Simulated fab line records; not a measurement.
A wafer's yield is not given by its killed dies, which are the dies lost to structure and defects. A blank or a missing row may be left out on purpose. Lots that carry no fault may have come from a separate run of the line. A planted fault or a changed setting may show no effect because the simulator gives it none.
A struck lot beside a sound one | flow n5Finfet | 14 out of 1938 route steps
Sound: the wafers L526.2, L526.3, L526.6. The struck wafers were L541.1, L541.2, L541.4. The cause is named last.
Each step with rows lists, per side, the tool, then ch with its chambers, then its first start. Under that, the readings that differ: sound wafers | struck wafers | difference of the means | sigmas: that difference in standard deviations of wafers without a fault.
alike: a reading whose means differ by less than 2 such deviations, as well as words and numbers matching on both sides. not compared: withheld readings; readings where some wafer has no value; bounds like >300 that might hide an equal value; numbers whose values overlap and for which the record gives no deviation.
A row with sigmas, a row that says differs or no value, or rows on one side alone: a step with any of these is where the two part. Numbers that have no deviation but don't overlap get no sigmas and don't part them. A reading that every wafer of one side lacks parts them only if that side has two wafers or more.

first, 1 step without rows for these wafers: N5_BEOL_M11_STRIP_68 (strips in N2/H2).
N5_BEOL_M11_STRIP_67: strips in CF4.
  sound on rieDiel-05 ch 0,1,3, day 10 15:13; struck on rieDiel-02 ch 0,2,3, day 14 08:03
  alike: drypumpMotorCurrentA, oesProductAu, rfVppV, showerheadPlenumPTorr, throttleValvePct
  not compared: rfHoursCounterH
N5_BEOL_M11_HM_OPEN_17: chemistry Cl2/BCl3, target TiN, target depth 20 nm, overetch 6 nm.
  sound on rieMetal-02 ch 0,1, day 10 15:15; struck on rieMetal-02 ch 0,1, day 14 08:05
  alike: drypumpMotorCurrentA, heBacksideLeakSccm, oesProductAu, throttleValvePct
  not compared: rfHoursCounterH
N5_BEOL_M11_STRIP_19: strips in O2.
  sound on rieDiel-02 ch 0,1, day 10 15:32; struck on rieDiel-02 ch 0,1,3, day 14 08:13
  alike: drypumpMotorCurrentA, o2FlowSccm, oesProductAu, rfVppV, showerheadPlenumPTorr, throttleValvePct
  not compared: rfHoursCounterH
N5_BEOL_M11_CD_MEAS_18: pitch 140 nm, target cd 70 nm.
  struck on cdSem-01, day 14 08:17; sound on cdSem-03, day 10 15:36
  alike: cdNm
then, 7 steps without rows for these wafers: N5_BEOL_M11_COAT_63 (time 60 s, resist thk 100 nm); N5_BEOL_M11_COAT_64 (time 60 s, resist thk 30 nm); N5_BEOL_M11_COAT_22 (resist thk 90 nm); N5_BEOL_M11_EBR_24; N5_BEOL_M11_SOFTBAKE_23 (time 60 s); N5_BEOL_M11_EXPOSE_25 (exposes mask V10); N5_BEOL_M11_PEB_26 (peb time 60 s).
N5_BEOL_M11_DEVELOP_27: develop time 30 s.
  struck on lithoTrack-02, day 14 10:27; sound on lithoTrack-04 ch 0, day 10 18:13
  no value came back on the struck wafers for chillPlateTempC (C), developTimeS (s); on the sound wafers chillPlateTempC (C) reads 22.91 23.10 23.04
reading                                      | sound          | struck       | difference | sigmas
model.CAR-ArF_of_BEOL_M11_COAT_22.thkNm (nm) | 88.4 88.4 88.2 | 89.8 89.6 90 | +1.5       | 
N5_BEOL_M11_CD_MEAS_28: target cd 70 nm.
  sound on cdSem-01 ch 0, day 10 18:16; struck on cdSem-02 ch 0, day 14 10:31
reading   | sound          | struck | difference                    | sigmas
cdNm (nm) | 71.1 69.6 69.7 | - - -  | no value on the struck wafers | 

WHERE THEY PART
Earliest at N5_BEOL_M11_DEVELOP_27; latest, in this record, at N5_BEOL_M11_CD_MEAS_28.

WHY: what the simulator had put in
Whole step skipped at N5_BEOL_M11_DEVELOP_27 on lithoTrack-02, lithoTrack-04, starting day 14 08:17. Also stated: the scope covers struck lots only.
